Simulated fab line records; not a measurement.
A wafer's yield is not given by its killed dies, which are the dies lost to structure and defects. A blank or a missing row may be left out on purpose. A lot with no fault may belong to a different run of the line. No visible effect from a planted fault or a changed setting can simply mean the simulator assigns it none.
Which tool was responsible? -- flow n5 finfet -- 27 wafers from 9 lots sampled at 7 of the route's 1938 steps

## WHAT THE GAUGES SHOWED, per wafer
N5_BEOL_M12_CD_MEAS_28 targets a cd of 160.2 nm. Usual: 160.2 nm for cd nm, sd 1.8.
lot,measured,on,cd nm (nm),flag
L642,day 11 03:20,cd sem-01,159.2 161.5 157.8,
L647,day 12 03:06,cd sem-03,159.0 160.3 158.6,
L651,day 13 06:41,cd sem-02,162.4 162.8 158.9,
L654,day 14 15:46,cd sem-01,162.2 160.6 159.6,
L657,day 14 23:59,cd sem-03,160.1 158.8 161.8,
L659,day 15 14:13,cd sem-03,161.0 158.7 160.2,
L660,day 15 16:01,cd sem-02,163.5 160.8 161.0,
L658,day 15 17:37,cd sem-02,160.9 159.5 161.0,
L662,day 16 04:27,cd sem-02,159.5 158.5 156.6,

N5_BEOL_M12_OCD_MEAS_35. Usual: 318 nm for trench depth nm, sd 6.5.
lot,measured,on,trench depth nm (nm),flag
L642,day 11 04:14,ocd-01,315 311 312,
L647,day 12 03:50,ocd-02,307 313 317,
L651,day 13 07:17,ocd-01,318 318 291,
L654,day 14 16:23,ocd-01,299 299 317,
L657,day 15 00:36,ocd-01,331 334 318,
L659,day 15 14:50,ocd-01,315 311 314,
L660,day 15 16:37,ocd-02,335 328 319,
L658,day 15 18:24,ocd-02,316 323 312,
L662,day 16 05:29,ocd-01,332 324 321,

N5_BEOL_M12_THK_MEAS_50: measures by xrf. Usual: M12_THK gives 313 nm (standard deviation 7.2).
lot,measured,on,M12_THK (nm),flag
L642,day 11 06:28,film metro-01,306 303 304,
L647,day 12 05:29,film metro-01,303 309 313,
L651,day 13 11:46,film metro-01,311 311 285,
L654,day 14 20:40,film metro-02,293 294 311,
L657,day 15 05:02,film metro-01,327 328 315,
L659,day 15 17:51,film metro-01,313 309 311,
L660,day 15 18:53,film metro-01,329 323 314,
L658,day 15 20:21,film metro-01,310 317 306,
L662,day 16 13:47,film metro-01,327 320 316,

N5_BEOL_M12_RS_MEAS_54: a four-point-probe measurement. Usual: M12_RS gives 0.0602 ohm/sq (standard deviation 0.0013).
lot,measured,on,M12_RS (ohm/sq),flag
L642,day 11 06:35,film metro-02,0.0609 0.0619 0.0616,
L647,day 12 05:37,film metro-01,0.0627 0.0613 0.0603,
L651,day 13 11:54,film metro-01,0.0603 0.0602 0.0660,
L654,day 14 20:47,film metro-01,0.0642 0.0641 0.0601,
L657,day 15 05:10,film metro-02,0.0578 0.0575 0.0599,
L659,day 15 17:59,film metro-02,0.0607 0.0616 0.0610,
L660,day 15 19:02,film metro-01,0.0577 0.0586 0.0599,
L658,day 15 20:29,film metro-01,0.0609 0.0596 0.0619,
L662,day 16 13:55,film metro-02,0.0578 0.0593 0.0599,

## EACH LOT AND THE TOOL THAT RAN IT (in order: tool; ch and the chambers of the sampled wafers; start)
lot,N5_BEOL_M12_DESCUM_15,N5_BEOL_M12_TRENCH_ETCH_34,N5_BEOL_M12_PRE_CLEAN_42
L642,"rie diel-05 ch 1,3, day 11 02:23","rie diel-05 ch 1,2, day 11 04:04","pvd sputter-01, day 11 05:16"
L647,"rie diel-06 ch 0,2, day 12 02:09","rie diel-05 ch 1,2, day 12 03:41","pvd sputter-03, day 12 04:26"
L651,"rie diel-06 ch 1,3, day 13 05:44","rie diel-05 ch 0,1,3, day 13 07:08","pvd sputter-02, day 13 10:43"
L654,"rie diel-05 ch 0,1, day 14 14:49","rie diel-05 ch 1,3, day 14 16:13","pvd sputter-03, day 14 19:37"
L657,"rie diel-06 ch 1,2, day 14 23:03","rie diel-06 ch 0,3, day 15 00:26","pvd sputter-01, day 15 01:51"
L659,"rie diel-02 ch 2,3, day 15 13:17","rie diel-02 ch 0,1, day 15 14:40","pvd sputter-03, day 15 16:34"
L660,"rie diel-02 ch 0,2,3, day 15 15:04","rie diel-06 ch 0,1,3, day 15 16:28","pvd sputter-02, day 15 17:50"
L658,"rie diel-02 ch 2,3, day 15 16:40","rie diel-02 ch 0,2,3, day 15 18:14","pvd sputter-01, day 15 19:17"
L662,"rie diel-06 ch 0,1,2, day 16 03:30","rie diel-06 ch 0,1,3, day 16 05:20","pvd sputter-01, day 16 12:43"
- N5_BEOL_M12_DESCUM_15: chemistry O2, time 7.9 s.
- N5_BEOL_M12_TRENCH_ETCH_34: etches SiOC in C4F8/O2/Ar, target depth 318.95 nm, time 125.5 s.
- N5_BEOL_M12_PRE_CLEAN_42: time 30 s.

## WHAT THE TOOLS THEMSELVES READ (means of the sampled wafers that have a number; where no wafer has one, the mark that the record gives instead)
N5_BEOL_M12_DESCUM_15. Usual: drypump motor current A 5.6 A, standard deviation 0.56; oes product au 0.83 a.u., standard deviation 0.08; rf vpp V 243.3 V, standard deviation 1.3; showerhead plenum p Torr 2.11 Torr, standard deviation 0.08; throttle valve pct 20.28 %, standard deviation 0.3.
lot,tool,drypump motor current A (A),oes product au (a.u.),rf vpp V (V),showerhead plenum p Torr (Torr),throttle valve pct (%),flag
L642,rie diel-05,5.2,0.91,243.1,2.06,20.01,
L647,rie diel-06,5.9,0.74,241.4,2.06,20.80,
L651,rie diel-06,6.1,0.75,243.2,2.13,20.62,
L654,rie diel-05,5.1,0.78,242.0,2.01,20.10,
L657,rie diel-06,5.5,0.89,242.9,2.11,20.34,
L659,rie diel-02,5.6,0.77,243.3,2.13,20.20,
L660,rie diel-02,5.6,0.77,242.8,2.11,20.19,
L658,rie diel-02,5.7,0.76,243.7,2.13,20.20,
L662,rie diel-06,5.5,0.86,244.4,2.16,20.38,

N5_BEOL_M12_TRENCH_ETCH_34. Usual: drypump motor current A 5.6 A, standard deviation 0.58; he inner torr 15.00 Torr, standard deviation 0.031; oes product au 0.83 a.u., standard deviation 0.081; rf vpp V 666 V, standard deviation 3.5; showerhead plenum p Torr 3.44 Torr, standard deviation 0.11; throttle valve pct 24.0 %, standard deviation 0.32.
lot,tool,drypump motor current A (A),he inner torr (Torr),oes product au (a.u.),rf vpp V (V),showerhead plenum p Torr (Torr),throttle valve pct (%),flag
L642,rie diel-05,5.4,15.01,0.79,666,3.40,24.0,
L647,rie diel-05,5.1,15.00,0.81,664,3.36,23.7,
L651,rie diel-05,5.2,14.97,0.83,662,3.34,23.8,
L654,rie diel-05,5.0,14.97,0.84,663,3.33,23.7,
L657,rie diel-06,6.1,15.01,0.93,668,3.51,24.0,
L659,rie diel-02,5.8,14.97,0.80,664,3.36,23.9,
L660,rie diel-06,5.6,14.98,0.88,668,3.45,23.9,
L658,rie diel-02,5.6,15.01,0.77,666,3.42,23.8,
L662,rie diel-06,5.6,15.00,0.87,667,3.45,23.9,

N5_BEOL_M12_PRE_CLEAN_42. Usual: 348 W for heater power w, sd 16.
lot,tool,heater power w (W),flag
L642,pvd sputter-01,350,
L647,pvd sputter-03,335,
L651,pvd sputter-02,345,
L654,pvd sputter-03,345,
L657,pvd sputter-01,363,
L659,pvd sputter-03,348,
L660,pvd sputter-02,346,
L658,pvd sputter-01,335,
L662,pvd sputter-01,331,

## THE ANSWER, worked out from the rows above alone
Rule: take the mean of a lot's wafers that have a number; if it is more than 3 standard deviations from the usual mean, the lot is off. Also off: a lot with no number at a reading for which 4 or more lots have one. Where the step has rows for the other lots, those lots are counted as sound. First the gauges in route order, then the tools' own readings, where a lot's mean is used as printed above. At the first step where some lot is off, the reading lying furthest off is the one used; lots without a number count as furthest.
None of the lots is off at any reading shown; this tells nothing.

## WHAT THE SIMULATOR PUT IN
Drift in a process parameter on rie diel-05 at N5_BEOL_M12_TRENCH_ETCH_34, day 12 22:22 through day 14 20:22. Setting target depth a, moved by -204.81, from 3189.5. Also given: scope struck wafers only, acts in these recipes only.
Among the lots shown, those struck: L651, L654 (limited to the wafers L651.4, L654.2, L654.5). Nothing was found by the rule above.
